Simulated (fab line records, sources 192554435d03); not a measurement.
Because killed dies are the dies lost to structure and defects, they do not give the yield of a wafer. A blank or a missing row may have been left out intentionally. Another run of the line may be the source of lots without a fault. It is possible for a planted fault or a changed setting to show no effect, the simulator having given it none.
Lot-split experiment -- flow n5Finfet -- 7 lots, 21 wafers read, on a route of 1938 steps

## THE SPLIT ITSELF
At N5_BEOL_M13_COAT_22 (resist thk 300 nm), the setting spinRpm was moved away from the recipe's 2888 rpm on 6 of the 21 wafers read, by -8.4% to +6.2%. The other wafers ran this setting at the recipe's value.

The split's own step is where the reading is taken.

## THE READING
coat_of_BEOL_M13_COAT_22.thkNm (the simulator's own value, which no gauge read), in nm, at N5_BEOL_M13_COAT_22 (resist thk 300 nm). No usual value for it is given in the file. Here, 15 wafers ran the recipe; their average is 299.8 nm with a standard deviation of 0.74 nm.

wafer,"tool, chamber at the split","spinRpm as run, rpm",against the recipe,"coat_of_BEOL_M13_COAT_22.thkNm, nm",against lot-mates on the recipe
L074.1,"lithoTrack-04, 0",2888,recipe,300.2,-
L074.2,"lithoTrack-04, 0",2888,recipe,299.4,-
L074.3,"lithoTrack-04, 0",2888,recipe,299.4,-
L077.3,"lithoTrack-04, 0",2888,recipe,300.6,-
L077.4,"lithoTrack-04, 0",2888,recipe,300.8,-
L077.5,"lithoTrack-04, 0",2888,recipe,300.4,-
L078.2,"lithoTrack-01, 0",3066,+6.2%,291,-7.6
L078.4,"lithoTrack-01, 0",3066,+6.2%,290.4,-8.2
L078.5,"lithoTrack-01, 0",2888,recipe,298.6,-
L081.3,"lithoTrack-04, 0",2644,-8.4%,312,no lot-mate on the recipe
L081.4,"lithoTrack-04, 0",2644,-8.4%,313.4,no lot-mate on the recipe
L081.5,"lithoTrack-04, 0",2644,-8.4%,313.6,no lot-mate on the recipe
L084.1,"lithoTrack-04, 0",2888,recipe,300.6,-
L084.4,"lithoTrack-04, 0",2888,recipe,300.4,-
L084.5,"lithoTrack-04, 0",2888,recipe,299.8,-
L087.1,"lithoTrack-01, 0",2888,recipe,300.2,-
L087.3,"lithoTrack-01, 0",2888,recipe,299.2,-
L087.4,"lithoTrack-01, 0",2716,-6.0%,310,+10.3
L094.3,"lithoTrack-05, 0",2888,recipe,298.4,-
L094.4,"lithoTrack-05, 0",2888,recipe,299.4,-
L094.6,"lithoTrack-05, 0",2888,recipe,299,-

THE FIT
A straight line over all 21 wafers: coat_of_BEOL_M13_COAT_22.thkNm changes by -1.55 nm for each +1% of spinRpm; r = -0.99; the points scatter about the line by 0.77 nm.
The same after taking each lot's own level away (the mean of its wafers on the recipe; 18 wafers): -1.44 nm for each +1%; r = -0.99; scatter 0.62 nm.
On that fit, the largest move of spinRpm shifts the reading by 12 nm.
Measured against the standard deviation above, the lots' own levels, which go from 298.60 to 300.60 nm, span 2.7 times it.
Consequently the slope shifts little with the lot-to-lot level, the two slopes agreeing.
Check: for one of the wafers moved furthest among these (+6.2%), held out of the fit, the line's prediction against its lot-mates is -9.25 nm. It came out at -7.6 nm against them.

## FURTHER SPLITS ON THESE WAFERS
Other splits were also applied to these wafers ahead of the reading. Each is held against what the fit with the lots' levels taken away leaves over:
other split on the same wafers,wafers away from the commonest value,r with coat_of_BEOL_M13_COAT_22.thkNm (lot level and that fit taken away)
N5_BEOL_M11_VIA_ETCH_34 timeS,9,+0.44
N5_BEOL_M13_COAT_04 spinRpm,5,-0.01
N5_BEOL_M13_EXPOSE_07 doseMj,6,-0.35

## THE FILE'S OWN FIT
coat_of_BEOL_M13_COAT_22.thkNm changes by -1.5 nm for each +1% of spinRpm, r = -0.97.
